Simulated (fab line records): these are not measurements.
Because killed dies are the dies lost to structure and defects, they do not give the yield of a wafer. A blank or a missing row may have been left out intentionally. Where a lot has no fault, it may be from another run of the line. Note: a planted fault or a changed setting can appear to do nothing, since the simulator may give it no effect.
Which tool did it? ; flow nand_harc ; 72 wafers from 24 lots sampled at 4 of the route's 1302 steps

WHAT EACH GAUGE READ, for each wafer
NHARC_A_ONON_D2_THK_MEAS_08: measures by ellipsometry. Usual: thk_nm at 998 nm, with a standard deviation of 9.8.
lot;measured;on;thk_nm (nm);flag
L074;day 12 02:43;film_metro-01;988 989 987;
L075;day 13 01:28;film_metro-01;989 988 989;
L076;day 13 01:39;film_metro-02;1000 1000 1000;
L077;day 13 12:24;film_metro-01;983 984 986;
L078;day 13 20:03;film_metro-01;1007 1006 1008;
L079;day 14 11:45;film_metro-02;982 980 980;
L080;day 14 22:29;film_metro-01;1002 1004 1006;
L081;day 15 08:07;film_metro-02;994 996 995;
L083;day 16 00:17;film_metro-01;1013 1016 1016;
L082;day 16 00:18;film_metro-02;1004 1003 1002;
L084;day 16 23:44;film_metro-01;989 986 987;
L085;day 17 06:02;film_metro-02;1008 1004 1005;
L086;day 17 06:02;film_metro-01;1010 1011 1012;
L087;day 17 06:13;film_metro-02;1008 1008 1008;
L089;day 18 04:22;film_metro-02;1007 1008 1007;
L088;day 18 04:35;film_metro-01;1005 1004 1005;
L090;day 19 03:35;film_metro-01;986 985 984;
L091;day 19 18:07;film_metro-01;988 989 987;
L092;day 19 18:07;film_metro-02;1007 1008 1006;
L093;day 20 09:58;film_metro-01;996 994 996;
L094;day 20 09:59;film_metro-02;995 992 995;
L095;day 21 02:28;film_metro-02;995 995 993;
L096;day 21 08:17;film_metro-02;995 995 993;
L097;day 22 07:45;film_metro-02;1009 1009 1008;

NHARC_A_CHANNEL_HOLE_D2_CD_MEAS_31. Usual: cd_nm at 89.8 nm, with a standard deviation of 1.4.
lot;measured;on;cd_nm (nm);flag
L074;day 13 07:34;cd_sem-03;90.7 89.4 88.2;
L075;day 13 22:20;cd_sem-01;88.9 89.3 91.4;
L076;day 14 01:32;cd_sem-02;92.2 89.2 90.2;
L077;day 14 09:22;cd_sem-02;90.8 89.3 90.0;
L078;day 14 21:50;cd_sem-03;89.8 89.2 89.7;
L079;day 15 08:37;cd_sem-03;90.8 91.6 89.9;
L080;day 15 19:37;cd_sem-03;89.9 91.1 89.8;
L081;day 16 10:58;cd_sem-03;89.8 89.6 90.3;
L083;day 16 23:59;cd_sem-03;90.2 92.1 88.1;
L082;day 16 23:43;cd_sem-02;90.2 90.0 91.5;
L084;day 17 23:41;cd_sem-03;88.6 89.4 88.0;
L085;day 18 02:56;cd_sem-03;90.7 90.0 89.8;
L086;day 18 07:08;cd_sem-03;88.7 86.8 91.3;
L087;day 18 03:51;cd_sem-01;89.6 88.3 88.4;
L089;day 19 01:44;cd_sem-03;89.1 88.8 88.9;
L088;day 19 01:53;cd_sem-02;89.9 91.0 92.8;
L090;day 20 03:59;cd_sem-02;90.7 91.8 90.8;
L091;day 20 16:40;cd_sem-03;89.3 90.8 90.8;
L092;day 20 17:40;cd_sem-01;90.1 88.7 90.3;
L093;day 21 07:31;cd_sem-02;91.7 89.9 90.0;
L094;day 21 09:18;cd_sem-01;87.8 87.1 89.3;
L095;day 22 04:52;cd_sem-01;90.0 89.1 87.4;
L096;day 22 08:43;cd_sem-01;91.2 92.2 91.2;
L097;day 23 06:04;cd_sem-01;89.0 91.9 89.6;

WHICH TOOL RAN EACH LOT (tool, then ch and the chambers of the sampled wafers, then the start)
lot;NHARC_A_CHANNEL_HOLE_D2_DEP_00;NHARC_A_CHANNEL_HOLE_D2_DESCUM_15
L074;acl_dep-03 ch 0, day 12 19:20;rie_diel-13 ch 1,2,3, day 12 22:11
L075;acl_dep-02 ch 0, day 13 12:50;rie_diel-10 ch 1,2,3, day 13 15:39
L076;acl_dep-01 ch 0, day 13 13:45;rie_diel-13 ch 0,2, day 13 16:35
L077;acl_dep-02 ch 0, day 13 23:49;rie_diel-10 ch 0,1,2, day 14 02:38
L078;acl_dep-01 ch 0, day 14 08:32;rie_diel-13 ch 0,1,2, day 14 11:07
L079;acl_dep-01 ch 0, day 14 23:08;rie_diel-05 ch 1,2,3, day 15 01:56
L080;acl_dep-01 ch 0, day 15 10:15;rie_diel-05 ch 1,3, day 15 12:46
L081;acl_dep-01 ch 0, day 16 00:01;rie_diel-13 ch 0,1, day 16 01:53
L083;acl_dep-03 ch 0, day 16 14:18;rie_diel-13 ch 0,2,3, day 16 16:52
L082;acl_dep-02 ch 0, day 16 13:44;rie_diel-05 ch 2,3, day 16 15:30
L084;acl_dep-03 ch 0, day 17 14:17;rie_diel-13 ch 0,1,3, day 17 17:00
L085;acl_dep-02 ch 0, day 17 17:45;rie_diel-13 ch 2,3, day 17 20:16
L086;acl_dep-02 ch 0, day 17 19:20;rie_diel-05 ch 0,2,3, day 17 22:09
L087;acl_dep-03 ch 0, day 17 18:50;rie_diel-05 ch 1,2, day 17 20:43
L089;acl_dep-03 ch 0, day 18 16:10;rie_diel-05 ch 0,1,2, day 18 19:01
L088;acl_dep-02 ch 0, day 18 16:41;rie_diel-13 ch 0,1,2, day 18 19:13
L090;acl_dep-01 ch 0, day 19 18:29;rie_diel-10 ch 0,1,3, day 19 21:18
L091;acl_dep-03 ch 0, day 20 06:31;rie_diel-10 ch 0,1,2, day 20 08:55
L092;acl_dep-01 ch 0, day 20 08:04;rie_diel-10 ch 0,1,3, day 20 10:26
L093;acl_dep-02 ch 0, day 20 22:16;rie_diel-13 ch 0,1, day 21 00:48
L094;acl_dep-01 ch 0, day 20 22:01;rie_diel-05 ch 1,2,3, day 21 00:58
L095;acl_dep-01 ch 0, day 21 19:47;rie_diel-10 ch 0,1, day 21 22:10
L096;acl_dep-03 ch 0, day 21 23:22;rie_diel-13 ch 1,2,3, day 22 02:00
L097;acl_dep-01 ch 0, day 22 20:32;rie_diel-10 ch 0,2,3, day 22 23:23
- NHARC_A_CHANNEL_HOLE_D2_DEP_00: deposits aC, target thk 3100 nm.
- NHARC_A_CHANNEL_HOLE_D2_DESCUM_15: chemistry O2, time 3 s.

WHAT THE TOOLS THEMSELVES READ (means of the sampled wafers that have a number; where no wafer has one, the mark that the record gives instead)
NHARC_A_CHANNEL_HOLE_D2_DEP_00. Usual: throttle_valve_pct at 35.000 %, with a standard deviation of 0.0089.
lot;tool;throttle_valve_pct (%);flag
L074;acl_dep-03;34.998;
L075;acl_dep-02;34.999;
L076;acl_dep-01;35.005;
L077;acl_dep-02;35.004;
L078;acl_dep-01;34.998;
L079;acl_dep-01;35.003;
L080;acl_dep-01;34.990;
L081;acl_dep-01;34.996;
L083;acl_dep-03;34.988;
L082;acl_dep-02;35.002;
L084;acl_dep-03;35.008;
L085;acl_dep-02;35.000;
L086;acl_dep-02;35.005;
L087;acl_dep-03;35.007;
L089;acl_dep-03;34.996;
L088;acl_dep-02;35.005;
L090;acl_dep-01;34.998;
L091;acl_dep-03;34.995;
L092;acl_dep-01;34.999;
L093;acl_dep-02;34.994;
L094;acl_dep-01;35.007;
L095;acl_dep-01;34.995;
L096;acl_dep-03;34.999;
L097;acl_dep-01;34.997;

NHARC_A_CHANNEL_HOLE_D2_DESCUM_15. Usual: drypump_motor_current_A 5.8 A, standard deviation 0.52; oes_product_au 1.002 a.u., standard deviation 0.0092; rf_vpp_V 57.9 V, standard deviation 0.85; showerhead_plenum_p_Torr 1.95 Torr, standard deviation 0.092; throttle_valve_pct 11.311 %, standard deviation 0.0091.
lot;tool;drypump_motor_current_A (A);oes_product_au (a.u.);rf_vpp_V (V);showerhead_plenum_p_Torr (Torr);throttle_valve_pct (%);flag
L074;rie_diel-13;6.1;0.997;58.1;1.87;11.312;
L075;rie_diel-10;5.2;0.997;57.2;1.97;11.325;
L076;rie_diel-13;6.0;0.993;57.2;1.95;11.302;
L077;rie_diel-10;5.7;1.006;57.2;1.91;11.303;
L078;rie_diel-13;6.0;1.000;57.8;1.92;11.313;
L079;rie_diel-05;5.7;0.994;58.2;2.04;11.303;
L080;rie_diel-05;5.8;0.998;57.5;2.04;11.312;
L081;rie_diel-13;6.2;1.000;58.0;1.95;11.311;
L083;rie_diel-13;6.1;1.001;57.5;1.90;11.322;
L082;rie_diel-05;5.9;0.998;58.5;2.04;11.310;
L084;rie_diel-13;6.3;1.000;57.8;1.93;11.316;
L085;rie_diel-13;5.9;1.001;57.2;1.83;11.310;
L086;rie_diel-05;5.9;1.002;57.3;2.00;11.298;
L087;rie_diel-05;5.3;0.998;57.2;2.05;11.314;
L089;rie_diel-05;5.6;1.000;58.4;2.01;11.311;
L088;rie_diel-13;6.0;0.994;57.8;1.91;11.311;
L090;rie_diel-10;5.7;0.999;57.9;1.91;11.306;
L091;rie_diel-10;5.7;1.004;57.6;1.91;11.321;
L092;rie_diel-10;5.7;1.007;57.2;1.91;11.305;
L093;rie_diel-13;6.2;1.007;58.0;1.95;11.309;
L094;rie_diel-05;5.7;0.994;58.7;2.04;11.308;
L095;rie_diel-10;5.8;1.008;57.2;1.83;11.301;
L096;rie_diel-13;6.1;1.002;58.4;1.87;11.309;
L097;rie_diel-10;5.6;1.009;58.4;1.99;11.319;

THE ANSWER, worked out from the rows above alone
Rule: a lot counts as off when the mean over its wafers that have a number is more than 3 standard deviations away from the usual mean. Also off: a lot with no number at a reading for which 4 or more lots have one. Any other lot the step has rows for is counted as sound. After the gauges, taken in route order, come the tools' own readings; for these a lot's mean is taken, as printed above. At the first step where some lot is off, the reading lying furthest off is the one used; lots without a number count as furthest.
Nothing can be told from this: no lot is off at any reading shown.

WHAT HAD BEEN PUT IN BY THE SIMULATOR
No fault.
